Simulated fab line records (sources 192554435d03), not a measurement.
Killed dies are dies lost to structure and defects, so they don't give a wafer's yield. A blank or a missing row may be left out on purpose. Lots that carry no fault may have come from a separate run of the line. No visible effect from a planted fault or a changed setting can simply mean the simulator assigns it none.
Split-lot trial | flow n5-finfet | 21 wafers read across 7 lots, on a route 1938 steps long

== ON THE SPLIT ==
At N5_DUMMY_GATE_COAT_34 (time 60 s, resist thk 60 nm), the setting spin-rpm was moved away from the recipe's 1500 rpm on 11 of the 21 wafers read, by -9.2% to +9.6%. The other wafers ran this setting at the recipe's value.

== FROM THE SPLIT TO THE READING: what the file shows between them, 8 steps ==
- N5_DUMMY_GATE_COAT_35: time 60 s, resist thk 10 nm
- N5_DUMMY_GATE_COAT_28: time 60 s, resist thk 10 nm
- N5_DUMMY_GATE_ETCH_29: etches underlayer in N2/H2, target depth 13 nm
- N5_DUMMY_GATE_ETCH_36: etches SiARC in CF4, target depth 13 nm
- N5_DUMMY_GATE_ETCH_37: etches SOC in N2/H2, target depth 60 nm, overetch 30 nm
- N5_DUMMY_GATE_STRIP_38: strips in N2/H2
- N5_DUMMY_GATE_STRIP_39: strips in N2/H2
- N5_DUMMY_GATE_STRIP_40: strips in CF4

== THE READING ==
SOC_of_DUMMY_GATE_COAT_34.thk-nm (the simulator's own value, which no gauge read), in nm, at N5_DUMMY_GATE_ETCH_31 (etches SiO2 in C4F6/O2, target depth 82.5 nm, time 27.5 s). No usual value for it is given in the file. The 10 wafers here that ran the recipe average 51.7 nm, standard deviation 0.18 nm.

wafer  | tool, chamber at the split | spin-rpm as run, rpm | against the recipe | SOC_of_DUMMY_GATE_COAT_34.thk-nm, nm | against lot-mates on the recipe
L077.1 | litho-track-02, 0          | 1632                 | +8.8%              | 49.4                                 | -2.4
L077.3 | litho-track-02, 0          | 1500                 | recipe             | 51.8                                 | -
L077.5 | litho-track-02, 0          | 1632                 | +8.8%              | 49.2                                 | -2.6
L082.1 | litho-track-05, 0          | 1362                 | -9.2%              | 54.8                                 | +3.0
L082.3 | litho-track-05, 0          | 1362                 | -9.2%              | 54.8                                 | +3.0
L082.5 | litho-track-05, 0          | 1500                 | recipe             | 51.8                                 | -
L087.2 | litho-track-01, 0          | 1643                 | +9.5%              | 48.8                                 | -2.6
L087.3 | litho-track-01, 0          | 1643                 | +9.5%              | 48.8                                 | -2.6
L087.5 | litho-track-01, 0          | 1500                 | recipe             | 51.4                                 | -
L092.3 | litho-track-05, 0          | 1644                 | +9.6%              | 48.8                                 | -3.0
L092.4 | litho-track-05, 0          | 1644                 | +9.6%              | 49                                   | -2.8
L092.6 | litho-track-05, 0          | 1500                 | recipe             | 51.8                                 | -
L094.1 | litho-track-05, 0          | 1500                 | recipe             | 51.6                                 | -
L094.3 | litho-track-05, 0          | 1500                 | recipe             | 51.6                                 | -
L094.4 | litho-track-05, 0          | 1500                 | recipe             | 51.4                                 | -
L095.1 | litho-track-05, 0          | 1500                 | recipe             | 51.8                                 | -
L095.2 | litho-track-05, 0          | 1552                 | +3.5%              | 50.4                                 | -1.3
L095.3 | litho-track-05, 0          | 1500                 | recipe             | 51.6                                 | -
L097.3 | litho-track-02, 0          | 1630                 | +8.7%              | 49.2                                 | -2.8
L097.6 | litho-track-02, 0          | 1630                 | +8.7%              | 49.2                                 | -2.8
L097.4 | litho-track-02, 0          | 1500                 | recipe             | 52                                   | -

FIT RESULTS
A straight line over all 21 wafers: SOC_of_DUMMY_GATE_COAT_34.thk-nm changes by -0.305 nm for each +1% of spin-rpm; r = -0.99; the points scatter about the line by 0.2 nm.
The same after taking each lot's own level away (the mean of its wafers on the recipe; 21 wafers): -0.305 nm for each +1%; r = -1.00; scatter 0.16 nm.
That fit puts the effect of the largest move of spin-rpm on the reading at 2.9 nm.
The lots' own levels span 51.40 to 52.00 nm, that is 3.3 times the standard deviation above.
So the lot-to-lot level changes the slope little: the two slopes agree.
Check: with one of the wafers moved furthest among these (+9.6%) left out of the fit, the line predicts -2.87 nm for it against its lot-mates. It came out at -3 nm against them.

== FURTHER SPLITS ON THESE WAFERS ==
These wafers also went through other splits before the reading. Each is held against what the fit with the lots' levels taken away leaves over:
other split on the same wafers                    | wafers away from the commonest value | r with SOC_of_DUMMY_GATE_COAT_34.thk-nm (lot level and that fit taken away)
N5_WELL_APT_PEB_06 peb-temp-c                     | 4                                    | +0.35
N5_PMOS_HMC_CHANNEL_EPI_PEB_07 peb-time-s         | 7                                    | +0.46
N5_PMOS_HMC_CHANNEL_EPI_DEVELOP_08 develop-time-s | 7                                    | -0.17
N5_FIN_CUT_COAT_19 spin-rpm                       | 4                                    | +0.24

== THE WHOLE CHAIN: every reading that the file lists as answering this split, in the file's order ==
step                  | what it does                                              | reading                                                                           | change (the file's fit)               | r (the file's)
N5_DUMMY_GATE_COAT_34 | time 60 s, resist thk 60 nm                               | SOC_of_DUMMY_GATE_COAT_34.thk-nm (the simulator's own value, which no gauge read) | -0.293 nm for each +1% of the setting | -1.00
N5_DUMMY_GATE_ETCH_37 | etches SOC in N2/H2, target depth 60 nm, overetch 30 nm   | etch.depth-nm (the simulator's own value, which no gauge read)                    | -0.292 nm for each +1% of the setting | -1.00
N5_DUMMY_GATE_ETCH_31 | etches SiO2 in C4F6/O2, target depth 82.5 nm, time 27.5 s | SOC_of_DUMMY_GATE_COAT_34.thk-nm (the simulator's own value, which no gauge read) | -0.303 nm for each +1% of the setting | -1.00

== FILE'S OWN FIT ==
SOC_of_DUMMY_GATE_COAT_34.thk-nm changes by -0.303 nm for each +1% of spin-rpm, r = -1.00.
